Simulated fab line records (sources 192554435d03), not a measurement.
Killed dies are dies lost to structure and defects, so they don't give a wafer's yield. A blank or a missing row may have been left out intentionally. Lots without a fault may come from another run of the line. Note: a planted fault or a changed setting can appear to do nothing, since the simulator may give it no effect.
Matching of chambers / flow n5-finfet / N5_BEOL_M10_CURE_72 on uv-cure-02 has 3 sister chambers
The step cures SiCOH lowk, time 120 s. 6 wafers are shown with their chamber, then 12 later ones without.

== EACH WAFER AND ITS CHAMBER ==
wafer=L078.5; chamber=1; wafer_temp_C_max=373.0; lamp-power-pct (%)=52.29
wafer=L078.6; chamber=1; wafer_temp_C_max=372.7; lamp-power-pct (%)=52.34
wafer=L087.5; chamber=2; wafer_temp_C_max=371.3; lamp-power-pct (%)=52.32
wafer=L087.6; chamber=2; wafer_temp_C_max=371.3; lamp-power-pct (%)=52.31
wafer=L090.2; chamber=0; wafer_temp_C_max=372.0; lamp-power-pct (%)=52.23
wafer=L090.6; chamber=0; wafer_temp_C_max=371.7; lamp-power-pct (%)=52.21

== WAFERS WITH NO CHAMBER GIVEN ==
wafer=L093.1; wafer_temp_C_max=372.1; lamp-power-pct (%)=52.41
wafer=L093.5; wafer_temp_C_max=372.3; lamp-power-pct (%)=52.23
wafer=L093.6; wafer_temp_C_max=371.7; lamp-power-pct (%)=52.25
wafer=L093.2; wafer_temp_C_max=372.7; lamp-power-pct (%)=52.33
wafer=L093.3; wafer_temp_C_max=372.1; lamp-power-pct (%)=52.17
wafer=L093.4; wafer_temp_C_max=372.0; lamp-power-pct (%)=52.31
wafer=L094.2; wafer_temp_C_max=372.6; lamp-power-pct (%)=52.30
wafer=L094.3; wafer_temp_C_max=372.1; lamp-power-pct (%)=52.33
wafer=L094.5; wafer_temp_C_max=373.0; lamp-power-pct (%)=52.27
wafer=L095.1; wafer_temp_C_max=371.9; lamp-power-pct (%)=52.33
wafer=L095.2; wafer_temp_C_max=372.8; lamp-power-pct (%)=52.28
wafer=L095.4; wafer_temp_C_max=372.6; lamp-power-pct (%)=52.29

== EACH ONE'S CHAMBER ==
wafer=L093.1; from the rows above=can't be placed: 1 or 2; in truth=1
wafer=L093.5; from the rows above=0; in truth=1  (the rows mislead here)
wafer=L093.6; from the rows above=0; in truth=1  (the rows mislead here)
wafer=L093.2; from the rows above=1; in truth=1
wafer=L093.3; from the rows above=0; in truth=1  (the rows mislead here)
wafer=L093.4; from the rows above=can't be placed: 2 or 0 or 1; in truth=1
wafer=L094.2; from the rows above=1; in truth=1
wafer=L094.3; from the rows above=can't be placed: 1 or 2 or 0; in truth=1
wafer=L094.5; from the rows above=1; in truth=1
wafer=L095.1; from the rows above=can't be placed: 2 or 0 or 1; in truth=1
wafer=L095.2; from the rows above=1; in truth=1
wafer=L095.4; from the rows above=1; in truth=1
Correct placement for 5 of the 12. These rows do not allow placing 4 (true chamber among the candidates in 4). Number placed wrongly: 3.
How it was worked out, from the rows above alone: a wafer's distance from a chamber is the root of the sum, over the readings, of the square of ((its reading less the chamber's mean) divided by the reading's scatter). The wafer belongs to the nearest chamber; if the next one is less than 2 further off, it can't be placed. For every chamber, the mean is computed from those of its wafers that are shown. How the scatter is found: for the shown wafers, subtract from each reading the mean of its chamber, square and add these, divide the total by (wafers less chambers), then take the root.
